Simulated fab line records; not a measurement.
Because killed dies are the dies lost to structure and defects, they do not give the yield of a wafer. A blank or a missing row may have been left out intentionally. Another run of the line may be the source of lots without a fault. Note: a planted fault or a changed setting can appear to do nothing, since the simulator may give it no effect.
Matching of chambers :: flow n5 finfet :: N5_BEOL_M12_DEP_53 on pecvd-01 has 3 sister chambers
The step deposits SiCN from 3MS/NH3, target thk 30 nm, time 10.5 s. 14 wafers are shown with their chamber, then 7 later ones without.

== EACH WAFER AND ITS CHAMBER ==
wafer: L078.2
chamber: 2
throttle valve pct (%): 18.0
showerhead plenum p Torr (Torr): 4.145

wafer: L078.3
chamber: 1
throttle valve pct (%): 18.7
showerhead plenum p Torr (Torr): 4.156

wafer: L078.4
chamber: 2
throttle valve pct (%): 17.7
showerhead plenum p Torr (Torr): 4.151

wafer: L079.1
chamber: 1
throttle valve pct (%): 19.0
showerhead plenum p Torr (Torr): 4.152

wafer: L079.2
chamber: 2
throttle valve pct (%): 18.0
showerhead plenum p Torr (Torr): 4.159

wafer: L079.6
chamber: 2
throttle valve pct (%): 17.8
showerhead plenum p Torr (Torr): 4.165

wafer: L082.1
chamber: 0
throttle valve pct (%): 19.4
showerhead plenum p Torr (Torr): 4.166

wafer: L082.3
chamber: 1
throttle valve pct (%): 18.8
showerhead plenum p Torr (Torr): 4.165

wafer: L082.4
chamber: 2
throttle valve pct (%): 18.0
showerhead plenum p Torr (Torr): 4.171

wafer: L089.1
chamber: 2
throttle valve pct (%): 18.2
showerhead plenum p Torr (Torr): 4.156

wafer: L089.2
chamber: 1
throttle valve pct (%): 18.8
showerhead plenum p Torr (Torr): 4.159

wafer: L089.3
chamber: 2
throttle valve pct (%): 18.1
showerhead plenum p Torr (Torr): 4.166

wafer: L091.2
chamber: 0
throttle valve pct (%): 19.3
showerhead plenum p Torr (Torr): 4.167

wafer: L091.5
chamber: 0
throttle valve pct (%): 19.3
showerhead plenum p Torr (Torr): 4.170

SIGNATURES, as means of the wafers listed above
reading: throttle valve pct
chamber 0: 19.333
chamber 1: 18.825
chamber 2: 17.971
scatter within a chamber: 0.144

reading: showerhead plenum p Torr
chamber 0: 4.16767
chamber 1: 4.15800
chamber 2: 4.15900
scatter within a chamber: 0.00736
Rule: distance of a wafer from a chamber = root of the sum over the readings of ((wafer's reading minus chamber's mean) / reading's scatter) squared. The wafer belongs to the nearest chamber; if the next one is less than 2 further off, it can't be placed. The scatter: the root of (the sum of the squares of (reading less its chamber's mean) over the shown wafers, divided by (wafers less chambers)).

== WAFERS WITHOUT THEIR CHAMBER ==
wafer: L091.6
throttle valve pct (%): 17.7
showerhead plenum p Torr (Torr): 4.168

wafer: L092.1
throttle valve pct (%): 18.9
showerhead plenum p Torr (Torr): 4.165

wafer: L092.2
throttle valve pct (%): 18.3
showerhead plenum p Torr (Torr): 4.159

wafer: L092.4
throttle valve pct (%): 19.1
showerhead plenum p Torr (Torr): 4.173

wafer: L097.2
throttle valve pct (%): 19.4
showerhead plenum p Torr (Torr): 4.162

wafer: L097.4
throttle valve pct (%): 18.3
showerhead plenum p Torr (Torr): 4.157

wafer: L097.6
throttle valve pct (%): 18.9
showerhead plenum p Torr (Torr): 4.153

== WHICH CHAMBER EACH WENT THROUGH ==
wafer: L091.6
from the rows above: 2
in truth: 2

wafer: L092.1
from the rows above: can't be placed: 1 or 0
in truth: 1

wafer: L092.2
from the rows above: can't be placed: 2 or 1
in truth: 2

wafer: L092.4
from the rows above: can't be placed: 0 or 1
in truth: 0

wafer: L097.2
from the rows above: 0
in truth: 0

wafer: L097.4
from the rows above: can't be placed: 2 or 1
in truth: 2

wafer: L097.6
from the rows above: 1
in truth: 1
Placed correctly: 3 of 7. Unplaceable from these rows: 4, with the true chamber sitting among the candidates in 4. Wrongly placed: 0.
